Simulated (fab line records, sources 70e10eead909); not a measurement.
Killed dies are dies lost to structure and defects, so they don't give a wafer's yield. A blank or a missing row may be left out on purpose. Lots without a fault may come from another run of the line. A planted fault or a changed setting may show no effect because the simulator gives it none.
Chamber matching | flow nand_harc | NHARC_A_BLC_STRIP_29 on rie_diel-05: 4 sister chambers
The step strips in CF4. 16 wafers are shown with their chamber, then 8 later ones without.

WAFERS WITH THEIR CHAMBER
wafer  | chamber | drypump_motor_current_A (A) | oes_product_au (a.u.) | throttle_valve_pct (%)
L076.2 | 0       | 5.8                         | 1.004                 | 13.278
L076.3 | 2       | 6.2                         | 1.013                 | 13.285
L076.5 | 2       | 6.2                         | 1.011                 | 13.274
L081.4 | 0       | 5.7                         | 1.004                 | 13.285
L081.5 | 0       | 5.8                         | 0.995                 | 13.279
L081.6 | 3       | 6.4                         | 1.006                 | 13.273
L082.3 | 2       | 6.2                         | 1.012                 | 13.278
L082.4 | 1       | 5.9                         | 1.010                 | 13.282
L082.6 | 3       | 6.3                         | 0.988                 | 13.293
L083.2 | 3       | 6.4                         | 1.001                 | 13.269
L083.3 | 1       | 5.9                         | 1.006                 | 13.281
L083.4 | 2       | 6.2                         | 1.017                 | 13.292
L094.1 | 3       | 6.4                         | 0.999                 | 13.292
L094.3 | 1       | 5.9                         | 1.006                 | 13.274
L094.5 | 2       | 6.2                         | 1.015                 | 13.292
L092.1 | 3       | 6.4                         | 0.995                 | 13.281

SIGNATURES (means of the wafers above)
reading                 | chamber 0 | chamber 1 | chamber 2 | chamber 3 | scatter within a chamber
drypump_motor_current_A | 5.767     | 5.900     | 6.200     | 6.380     | 0.035
oes_product_au          | 1.00100   | 1.00733   | 1.01360   | 0.99780   | 0.00475
throttle_valve_pct      | 13.28067  | 13.27900  | 13.28420  | 13.28160  | 0.00818
Rule: a wafer's distance from a chamber is the root of the sum, over the readings, of the square of ((its reading less the chamber's mean) divided by the reading's scatter). The wafer belongs to the nearest chamber; if the next one is less than 2 further off, it can't be placed. The scatter: the root of (the sum of the squares of (reading less its chamber's mean) over the shown wafers, divided by (wafers less chambers)).

WAFERS WITHOUT THEIR CHAMBER
wafer  | drypump_motor_current_A (A) | oes_product_au (a.u.) | throttle_valve_pct (%)
L092.2 | 6.2                         | 1.007                 | 13.283
L092.6 | 6.3                         | 0.998                 | 13.289
L097.2 | 6.2                         | 1.006                 | 13.285
L097.3 | 5.9                         | 0.998                 | 13.298
L097.6 | 6.4                         | 1.016                 | 13.298
L096.1 | 5.8                         | 1.003                 | 13.282
L096.3 | 6.0                         | 0.996                 | 13.286
L096.4 | 6.4                         | 1.000                 | 13.284

WHICH CHAMBER EACH WENT THROUGH
wafer  | from the rows above     | in truth
L092.2 | 2                       | 2
L092.6 | can't be placed: 3 or 2 | 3
L097.2 | 2                       | 2
L097.3 | can't be placed: 1 or 0 | 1
L097.6 | can't be placed: 3 or 2 | 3
L096.1 | can't be placed: 0 or 1 | 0
L096.3 | 1                       | 1
L096.4 | 3                       | 3
Placed correctly: 4 of 8. Can't be placed from these rows: 4 (the true chamber is among the candidates in 4). Placed wrongly: 0.
